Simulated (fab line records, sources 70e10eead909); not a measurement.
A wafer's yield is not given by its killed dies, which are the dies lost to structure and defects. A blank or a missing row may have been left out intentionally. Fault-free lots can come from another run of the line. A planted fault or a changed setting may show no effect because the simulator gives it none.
Which tool is to blame? | flow nand_harc | 6 lots, 18 wafers sampled, at 2 steps of a route of 1159

## WHAT THE GAUGES READ, wafer by wafer
NHARC_P_GATE_CD_MEAS_11: target cd 1640 nm.
lot  | measured    | on        | cd_nm (nm)
L661 | day 5 15:23 | cd_sem-01 | 1638.6 1637.4 1638.2
L663 | day 5 18:59 | cd_sem-01 | - - -
L671 | day 7 07:10 | cd_sem-02 | 1638.3 1642.6 1641.3
L675 | day 8 00:56 | cd_sem-02 | 1641.3 1638.9 1639.2
L676 | day 8 09:05 | cd_sem-01 | 1643.0 1641.1 1642.4
L682 | day 9 12:58 | cd_sem-01 | 1641.3 1641.4 1639.8

## EACH LOT AND THE TOOL THAT RAN IT (in order: tool; ch and the chambers of the sampled wafers; start)
lot  | NHARC_P_GATE_EXPOSE_08
L661 | krf_scanner-02 ch 0, day 5 15:13
L663 | krf_scanner-02 ch 0, day 5 18:50
L671 | krf_scanner-02 ch 0, day 7 07:01
L675 | krf_scanner-01 ch 0, day 8 00:47
L676 | krf_scanner-04 ch 0, day 8 08:56
L682 | krf_scanner-04 ch 0, day 9 12:48
- NHARC_P_GATE_EXPOSE_08: exposes mask P HV.

## THE ANSWER, worked out from the rows above alone
Rule: usual is defined by the lots themselves. The widest of any qualifying gaps counts: lots, ordered by their means at a reading, are off when they make up no more than a third of the lots, leave a main group of 4 or more, and stand apart from it by 3 or more times the standard deviation of that group's means. A main group is skipped when, at the precision printed for the reading in the tables above, its means are all equal. Also off: a lot with no number at a reading for which 4 or more lots have one. Where the step has rows for the other lots, those lots are counted as sound.
Off, at NHARC_P_GATE_CD_MEAS_11 on cd_nm: L663. Without a number there: L663. The main group: mean 1640.3 nm, standard deviation 1.4.
If a tool, at a process step before that reading, ran all the lots that are off and no sound lot after the first of them, it fits. The gauges at NHARC_P_GATE_CD_MEAS_11 are tried like those tools. No candidate that was tried fits.

## WHAT THE SIMULATOR HAD INSERTED
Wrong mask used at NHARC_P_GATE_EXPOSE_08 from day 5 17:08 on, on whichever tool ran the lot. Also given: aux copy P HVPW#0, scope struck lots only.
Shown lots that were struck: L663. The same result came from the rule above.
